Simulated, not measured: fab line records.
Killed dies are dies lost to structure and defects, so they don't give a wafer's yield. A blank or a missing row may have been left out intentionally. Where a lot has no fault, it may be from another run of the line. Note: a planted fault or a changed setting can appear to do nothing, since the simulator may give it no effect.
fab line records	flow nand-harc
record: lots: 12	wafers: 36	last-day: 24
route steps=1159 shown P_GATE@131 END@1159
lots untouched by any fault: they come from a run of this same line in which no faults occurred
start-h: the number of hours between the record's first day and the start of the first shown wafer of the lot	wait-h: time in hours since the lot's previous step	" identical to the entry in the row above	L1.1+2: a row that stands for several wafers	- no value, or no start given	* or withheld: withheld	< > ~ a bound
route shown NAME@n: names a module that has steps shown in the file, with the first one's number in the route	usual: mean and standard deviation over wafers with no fault	same: alike in all rows	chamber/n: place in a boat	sites: each site's reading	_std_site: the values' standard deviation	_edge_site: the outer-site mean with the inner-site mean subtracted	radius-mm: for every site, how far away it sits from the centre of the wafer	mask NAME#n: copy n	behind: the most recent tool/chamber to have shaped the wafer	hold: cause of the lot's hold/its duration in hours/its outcome	device: which transistor (n, p or np) failed to switch	end of line: tests run on the same wafers once the route is complete	for a step that has no rows: nothing shown but its recipe	killed: not the wafer's yield, but the dies lost to structure and defects at the first sort	map: dies across one wafer; x = killed, . = not, _ = none there
set.NAME: the setting as run; set.NAME@STEP: as run at that earlier step	model.NAME: the simulator's own value behind a step, which no gauge read
the route's steps for a sample of lots (tables are steps, rows are wafers)
services: the hour from which a tool's chamber was out of use, counted from the record's first day as start-h (under 0 if before that day), plus the number of hours and why
== steps ==
step: NHARC_P_GATE_HM_DEP_102
recipe: target-thk-a: 1200	temp-c: 400	material: aC
usual: susceptor-temp-C: 400.01/0.25	throttle-valve-pct: 35.002/0.0091
lot.wafer	tool	chamber	start-h	wait-h	susceptor-temp-C	throttle-valve-pct
L880.1	acl-dep-01	0	102.37	0.9	-	35.004
L880.5	"	0	"	"	-	34.997
L880.6	"	0	"	"	-	34.993
L883.2	acl-dep-01	0	131.10	0.5	400.27	34.996
L883.5	"	0	"	"	400.24	35.011
L883.6	"	0	"	"	400.15	35.002
L884.1	acl-dep-01	0	131.63	1.0	-	35.010
L884.5	"	0	"	"	-	35.003
L884.6	"	0	"	"	-	35.019
L886.4	acl-dep-02	0	147.33	3.4	400.32	34.994
L886.5	"	0	"	"	400.16	35.003
L886.6	"	0	"	"	399.92	35.021
L889.2	acl-dep-03	-	165.98	1.9	-	-
L889.5	"	-	"	"	-	-
L889.6	"	-	"	"	-	-
L890.1	acl-dep-01	-	168.85	0.4	-	-
L890.4	"	-	"	"	-	-
L890.6	"	-	"	"	-	-
L892.3	acl-dep-01	-	169.71	1.3	-	-
L892.4	"	-	"	"	-	-
L892.6	"	-	"	"	-	-
L891.3	acl-dep-03	0	170.32	1.9	400.50	35.018
L891.4	"	0	"	"	399.86	35.004
L891.5	"	0	"	"	400.15	34.996
L897.2	acl-dep-01	0	208.34	1.7	400.01	35.016
L897.3	"	0	"	"	399.73	34.997
L897.6	"	0	"	"	399.83	35.005
L898.1	acl-dep-02	0	208.59	2.0	399.71	35.013
L898.5	"	0	"	"	400.04	35.003
L898.6	"	0	"	"	400.06	35.005
L900.3	acl-dep-02	0	218.82	1.4	-	34.996
L900.5	"	0	"	"	-	35.003
L900.6	"	0	"	"	-	35.018
L899.3	acl-dep-02	0	219.46	2.0	-	34.994
L899.4	"	0	"	"	-	34.994
L899.6	"	0	"	"	-	35.001
step: NHARC_P_GATE_STRIP_108
recipe: o2-flow-sccm: 500	ar-flow-sccm: 0	bias-w: 0	chemistry: O2
usual: drypump-motor-current-A: 5.8/0.47	oes-product-au: 1.000/0.0072	rf-vpp-V: 57.8/0.92	showerhead-plenum-p-Torr: 3.57/0.16	throttle-valve-pct: 17.036/0.0099
lot.wafer	tool	chamber	start-h	wait-h	drypump-motor-current-A	oes-product-au	rf-hours-counter-h	rf-vpp-V	showerhead-plenum-p-Torr	throttle-valve-pct
L880.1	rie-diel-05	0	105.66	-	6.1	1.004	46	58.2	3.78	17.035
L880.6	"	1	"	"	5.9	1.012	-	57.4	3.74	17.048
L880.5	"	2	"	"	5.6	1.009	-	56.5	3.58	17.034
L883.2	rie-diel-05	0	133.44	-	6.1	0.992	56	58.5	3.78	17.037
L883.6	"	3	"	"	6.2	0.988	-	58.0	3.59	17.031
L883.5	"	0	"	"	6.1	0.998	-	59.7	3.78	17.039
L884.1	rie-diel-06	2	134.05	-	5.1	0.998	5	58.5	3.71	17.017
L884.5	"	2	"	"	5.1	1.008	-	58.1	3.71	17.034
L884.6	"	3	"	"	6.6	0.999	-	59.9	3.71	17.027
L886.6	rie-diel-13	2	149.14	-	5.8	0.990	-	58.4	3.59	17.048
L886.4	"	0	"	"	5.9	0.979	-	57.0	3.31	17.038
L886.5	"	1	"	"	6.2	0.982	-	55.1	3.47	17.040
L889.2	rie-diel-06	3	168.14	-	6.6	1.009	21	58.7	3.71	17.043
L889.6	"	1	"	"	5.5	0.999	-	58.8	3.31	17.024
L889.5	"	2	"	"	5.0	0.988	-	57.9	3.71	17.029
L890.1	rie-diel-06	3	171.42	-	6.6	1.000	22	57.9	3.71	17.029
L890.4	"	0	"	"	5.3	1.005	21	56.9	3.50	17.055
L890.6	"	1	"	"	5.5	0.995	-	56.7	3.31	17.019
L892.3	rie-diel-06	3	173.03	-	6.6	1.008	23	59.6	3.71	17.044
L892.4	"	0	"	"	5.3	1.005	22	57.8	3.50	17.035
L892.6	"	2	"	"	5.0	1.008	-	58.7	3.71	17.037
L891.3	rie-diel-05	2	173.49	-	5.6	1.006	0	57.4	3.56	17.034
L891.4	"	3	"	"	6.3	0.994	0	55.9	3.59	17.025
L891.5	"	1	"	"	5.9	0.995	-	57.5	3.73	17.041
L897.2	rie-diel-13	1	210.49	-	6.2	1.004	47	56.2	3.46	17.051
L897.3	"	2	"	"	5.8	1.007	43	58.0	3.58	17.044
L897.6	"	2	"	"	5.8	1.006	-	59.4	3.58	17.049
L898.1	rie-diel-05	0	210.94	-	6.1	1.005	13	58.9	3.76	17.052
L898.5	"	2	"	"	5.6	1.010	-	57.3	3.56	17.033
L898.6	"	3	"	"	6.3	1.001	-	58.1	3.58	17.021
L899.3	rie-diel-05	0	221.62	-	6.1	1.001	17	57.9	3.76	17.051
L899.4	"	1	"	"	5.9	1.001	16	57.6	3.72	17.042
L899.6	"	0	"	"	6.1	1.003	-	58.0	3.76	17.043
L900.3	rie-diel-13	0	221.83	-	5.9	1.007	-	57.5	3.29	17.054
L900.6	"	0	"	"	5.8	0.999	-	58.0	3.29	17.033
L900.5	"	2	"	"	5.8	0.997	-	58.1	3.57	17.025
step: NHARC_P_GATE_CD_MEAS_33
usual: cd-nm: 121.0/1.7
lot.wafer	tool	chamber	start-h	wait-h	cd-nm
L880.1	cd-sem-03	-	105.79	-	121.1
L880.5	"	-	"	"	123.8
L880.6	"	-	"	"	123.0
L883.2	cd-sem-03	-	133.60	-	119.2
L883.5	"	-	"	"	120.1
L883.6	"	-	"	"	121.2
L884.1	cd-sem-01	-	134.32	0.2	120.9
L884.5	"	-	"	"	121.8
L884.6	"	-	"	"	119.4
L886.4	cd-sem-02	-	149.29	0.1	123.7
L886.5	"	-	"	"	119.8
L886.6	"	-	"	"	117.7
L889.2	cd-sem-03	-	168.29	-	-
L889.5	"	-	"	"	-
L889.6	"	-	"	"	-
L890.1	cd-sem-01	-	171.57	-	-
L890.4	"	-	"	"	-
L890.6	"	-	"	"	-
L892.3	cd-sem-02	-	173.19	-	-
L892.4	"	-	"	"	-
L892.6	"	-	"	"	-
L891.3	cd-sem-02	-	173.64	-	122.7
L891.4	"	-	"	"	121.3
L891.5	"	-	"	"	121.9
L897.2	cd-sem-02	-	210.68	0.2	122.0
L897.3	"	-	"	"	123.6
L897.6	"	-	"	"	121.8
L898.1	cd-sem-02	-	211.09	-	119.5
L898.5	"	-	"	"	119.7
L898.6	"	-	"	"	121.5
L899.3	cd-sem-03	-	221.82	-	120.1
L899.4	"	-	"	"	121.5
L899.6	"	-	"	"	119.3
L900.3	cd-sem-02	-	222.05	0.2	121.6
L900.5	"	-	"	"	122.4
L900.6	"	-	"	"	120.8
step: NHARC_P_GATE_STRIP_111
recipe: power-w: 1500	temp-c: 110	time-s: 250	chemistry: N2/H2
usual: drypump-motor-current-A: 5.8/0.45	heater-power-w: 89/5.8
lot.wafer	tool	chamber	start-h	wait-h	drypump-motor-current-A	heater-power-w	rf-hours-counter-h
L880.1	plasma-asher-01	1	117.76	0.2	6.1	95	3
L880.6	"	1	"	"	6.1	94	-
L880.5	"	0	"	"	5.4	84	-
L883.2	plasma-asher-01	1	145.16	0.2	6.1	93	11
L883.6	"	0	"	"	5.4	83	-
L883.5	"	1	"	"	6.1	91	-
L884.1	plasma-asher-01	1	145.90	0.3	6.1	94	12
L884.6	"	0	"	"	5.3	83	-
L884.5	"	1	"	"	6.1	94	-
L886.4	plasma-asher-01	1	160.85	0.2	6.1	94	-
L886.6	"	1	"	"	6.1	94	-
L886.5	"	0	"	"	5.3	81	-
L889.2	plasma-asher-01	0	179.81	0.3	5.4	85	23
L889.6	"	0	"	"	5.4	85	-
L889.5	"	1	"	"	6.2	95	-
L890.1	plasma-asher-01	0	184.44	0.8	5.4	82	25
L890.4	"	0	"	"	5.4	85	-
L890.6	"	1	"	"	6.1	93	-
L892.4	plasma-asher-01	1	185.92	0.2	6.1	93	-
L892.3	"	0	"	"	5.4	84	-
L892.6	"	0	"	"	5.4	86	-
L891.3	plasma-asher-01	0	186.30	0.4	5.3	83	-
L891.4	"	1	"	"	6.1	93	-
L891.5	"	1	"	"	6.1	93	-
L898.1	plasma-asher-01	0	223.36	0.2	5.4	82	41
L898.5	"	0	"	"	5.4	82	-
L898.6	"	1	"	"	6.1	94	-
L897.2	plasma-asher-01	1	224.39	0.2	6.1	95	41
L897.3	"	0	"	"	5.4	85	-
L897.6	"	1	"	"	6.1	93	-
L899.3	plasma-asher-01	1	233.32	0.2	6.1	91	-
L899.4	"	0	"	"	5.4	83	-
L899.6	"	1	"	"	6.1	96	-
L900.3	plasma-asher-02	0	233.63	0.3	5.2	83	-
L900.5	"	0	"	"	5.2	81	-
L900.6	"	1	"	"	6.4	93	-
step: NHARC_P_GATE_STRIP_76
recipe: power-w: 1500	temp-c: 250	chemistry: O2
usual: drypump-motor-current-A: 5.8/0.5	heater-power-w: 335/26
lot.wafer	tool	chamber	start-h	wait-h	drypump-motor-current-A	heater-power-w	rf-hours-counter-h
L880.1	plasma-asher-02	1	119.83	0.2	6.4	376	36
L880.6	"	0	"	"	5.3	317	-
L880.5	"	1	"	"	6.4	376	-
L883.2	plasma-asher-02	1	147.14	0.2	6.4	379	44
L883.6	"	1	"	"	6.4	379	-
L883.5	"	0	"	"	5.2	312	-
L884.1	plasma-asher-02	0	147.88	0.2	5.2	312	44
L884.6	"	0	"	"	5.2	325	-
L884.5	"	1	"	"	6.4	375	-
L886.4	plasma-asher-01	1	162.88	0.1	6.1	348	-
L886.6	"	0	"	"	5.3	313	-
L886.5	"	1	"	"	6.1	350	-
L889.2	plasma-asher-02	0	181.83	0.2	5.2	320	55
L889.6	"	1	"	"	6.4	376	-
L889.5	"	0	"	"	5.2	320	-
L890.1	plasma-asher-01	0	186.83	0.2	5.4	313	27
L890.4	"	0	"	"	5.4	315	-
L890.6	"	1	"	"	6.1	345	-
L892.3	plasma-asher-01	1	187.88	0.2	6.1	341	-
L892.4	"	0	"	"	5.4	315	-
L892.6	"	1	"	"	6.2	347	-
L891.4	plasma-asher-01	1	188.20	0.2	6.1	347	-
L891.3	"	0	"	"	5.4	317	-
L891.5	"	1	"	"	6.1	351	-
L898.1	plasma-asher-01	1	225.40	0.2	6.1	344	42
L898.5	"	0	"	"	5.3	317	-
L898.6	"	1	"	"	6.2	349	-
L897.2	plasma-asher-01	0	226.60	0.2	5.4	313	43
L897.3	"	0	"	"	5.3	318	-
L897.6	"	0	"	"	5.3	310	-
L899.3	plasma-asher-02	1	235.26	0.2	6.4	348	-
L899.4	"	0	"	"	5.2	305	-
L899.6	"	1	"	"	6.4	345	-
L900.3	plasma-asher-01	0	235.58	0.2	5.4	309	-
L900.6	"	0	"	"	5.3	310	-
L900.5	"	1	"	"	6.2	353	-
step: NHARC_P_GATE_INSPECT_68
usual: raw-defect-count: 225/100
lot.wafer	tool	chamber	start-h	wait-h	raw-defect-count
L880.1	defect-inspect-01	-	123.80	0.2	238
L880.5	"	-	"	"	256
L880.6	"	-	"	"	374
L883.2	defect-inspect-02	-	151.24	0.1	150
L883.5	"	-	"	"	112
L883.6	"	-	"	"	159
L884.1	defect-inspect-02	-	152.46	0.2	132
L884.5	"	-	"	"	220
L884.6	"	-	"	"	525
L886.4	defect-inspect-01	-	166.86	0.1	182
L886.5	"	-	"	"	291
L886.6	"	-	"	"	163
L889.2	defect-inspect-01	-	186.21	0.1	3477
L889.5	"	-	"	"	3655
L889.6	"	-	"	"	3507
L890.1	defect-inspect-01	-	190.83	0.2	3786
L890.4	"	-	"	"	3519
L890.6	"	-	"	"	3689
L892.3	defect-inspect-01	-	192.72	0.1	3585
L892.4	"	-	"	"	3469
L892.6	"	-	"	"	3752
L891.3	defect-inspect-01	-	193.73	0.1	193
L891.4	"	-	"	"	243
L891.5	"	-	"	"	472
L898.1	defect-inspect-01	-	229.57	0.2	179
L898.5	"	-	"	"	157
L898.6	"	-	"	"	215
L897.2	defect-inspect-01	-	230.93	0.1	211
L897.3	"	-	"	"	254
L897.6	"	-	"	"	112
L899.3	defect-inspect-02	-	239.27	0.1	215
L899.4	"	-	"	"	316
L899.6	"	-	"	"	328
L900.3	defect-inspect-02	-	239.56	0.1	124
L900.5	"	-	"	"	145
L900.6	"	-	"	"	124
step: NHARC_END_SORT_01
recipe: temp-c: 25
usual: killed-at-array: 31/12	killed-at-other: 0.6/0.85	killed-at-periphery: 3.0/2.3	killed-dies: 35/12	killed-open: 3.2/1.9	killed-short: 1.8/1.4
same: gross-dies: 677
lot.wafer	tool	chamber	start-h	wait-h	killed-at-array	killed-at-other	killed-at-periphery	killed-dies	killed-open	killed-short
L889.2	prober-02	0	509.53	2.8	5	0	672	677	2	0
L889.5	prober-02	0	511.87	3.6	5	0	672	677	0	1
L889.6	prober-02	0	512.65	3.9	0	0	677	677	0	1
L892.3	prober-01	0	535.45	3.1	4	0	673	677	0	1
L892.4	prober-01	0	536.25	3.4	1	0	676	677	0	0
L892.6	prober-01	0	537.84	4.0	6	2	669	677	1	0
L890.1	prober-02	0	541.51	2.5	9	0	668	677	0	1
L890.4	prober-02	0	543.91	3.4	4	1	672	677	0	0
L890.6	prober-02	0	545.50	4.0	5	0	672	677	1	0
killed by level:class
L889.2 P_GATE:lost-pattern=672 A_CHANNEL_HOLE_D1:chamber-film-flake=2 A_ONON_D1:geometric-particle:open=1 A_BLC:geometric-particle:open=1 A_CONTACT:chamber-film-flake=1
L889.5 P_GATE:lost-pattern=672 A_CONTACT:chamber-film-flake=3 A_WL_FILL:geometric-particle:short=1 A_STAIRCASE:chamber-film-flake=1
L889.6 P_GATE:lost-pattern=676 P_M2:geometric-particle:short=1
L892.3 P_GATE:lost-pattern=672 A_CHANNEL_HOLE_D1:chamber-film-flake=3 P_M0:geometric-particle:short=1 A_STAIRCASE:chamber-film-flake=1
L892.4 P_GATE:lost-pattern=676 A_STAIRCASE:chamber-film-flake=1
L892.6 P_GATE:lost-pattern=668 A_CHANNEL_HOLE_D1:chamber-film-flake=3 THIN_TSV:chamber-film-flake=2 A_SGD_CUT:geometric-particle:open=1 P_M0:chamber-film-flake=1 A_CONTACT:chamber-film-flake=1 A_STAIRCASE:chamber-film-flake=1
L890.1 P_GATE:lost-pattern=668 A_CHANNEL_HOLE_D1:chamber-film-flake=3 A_STAIRCASE:chamber-film-flake=3 A_SLIT:chamber-film-flake=2 A_CONTACT:geometric-particle:short=1
L890.4 P_GATE:lost-pattern=672 A_CHANNEL_HOLE_D1:chamber-film-flake=2 A_CHANNEL_FILL_D1:chamber-film-flake=1 THIN_TSV:chamber-film-flake=1 A_CONTACT:chamber-film-flake=1
L890.6 P_GATE:lost-pattern=672 A_SLIT:chamber-film-flake=3 A_STAIRCASE:chamber-film-flake=1 A_M0:geometric-particle:open=1
== services ==
tool	chamber	start-h	hours	kind
rie-diel-06	2	80.88	28.2	repair
rie-diel-05	-	83.98	0.6	repair
plasma-asher-02	-	87.25	6.1	repair
acl-dep-03	-	91.42	0.4	repair
plasma-asher-01	-	99.00	9.0	pm
plasma-asher-01	0	99.00	9.0	vent-cycle
plasma-asher-01	1	99.00	9.0	vent-cycle
rie-diel-13	-	99.07	9.0	pm
plasma-asher-01	0	108.00	-	clean
plasma-asher-01	1	108.00	-	clean
acl-dep-01	-	111.89	13.0	pm
rie-diel-06	1	118.90	36.4	repair
rie-diel-06	0	131.80	9.3	repair
rie-diel-13	3	135.60	88.1	repair
rie-diel-05	-	164.39	9.0	pm
acl-dep-02	-	167.90	13.0	pm
rie-diel-13	2	181.36	1.6	repair
plasma-asher-02	-	183.65	9.0	pm
plasma-asher-02	0	183.65	9.0	vent-cycle
rie-diel-13	2	191.41	6.1	repair
rie-diel-13	-	193.39	0.4	repair
rie-diel-13	1	219.31	4.5	repair
acl-dep-03	-	223.63	13.0	pm
plasma-asher-02	-	232.42	1.0	repair
== key ==
first-sign: step: NHARC_P_GATE_HM_DEP_102	reading: tool-record	direction: missing
effect: step: NHARC_P_GATE_CD_MEAS_33	reading: cd-nm	direction: missing
effect: step: NHARC_P_GATE_INSPECT_68	reading: raw-defect-count	direction: up	sigmas: 33	usual: 225	struck: 3604
effect: step: NHARC_END_SORT_01	reading: killed-at-periphery	direction: up	sigmas: 99+	usual: 3.0	struck: 672.3
met-at NHARC_P_GATE_HM_DEP_102
struck-lots L889,L890,L892
later-rows-left-out L889.2,L889.5,L889.6,L890.1,L890.4,L890.6,L892.3,L892.4,L892.6
tester-left-out L889,L890,L892
not-acting-at NHARC_P_GATE_STRIP_108,NHARC_P_GATE_STRIP_111,NHARC_P_GATE_STRIP_76
onset-between 131.63 165.98
fault: kind: skipped-step-whole	tool: acl-dep-01,acl-dep-03	chamber: -	onset-h: 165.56	steps: NHARC_P_GATE_HM_DEP_102	scope: struck-lots-only
tester-left-out: of these lots the tester's yield and bins aren't shown, on N5 and GAA mostly nor the transistor test; their killed dies are dies lost to structure and defects alone, not to doping, threshold or leakage, so they don't give the yield
later-rows-left-out: the simulator's readings of these wafers behind a module that went badly wrong aren't trusted and aren't shown, but for the sort
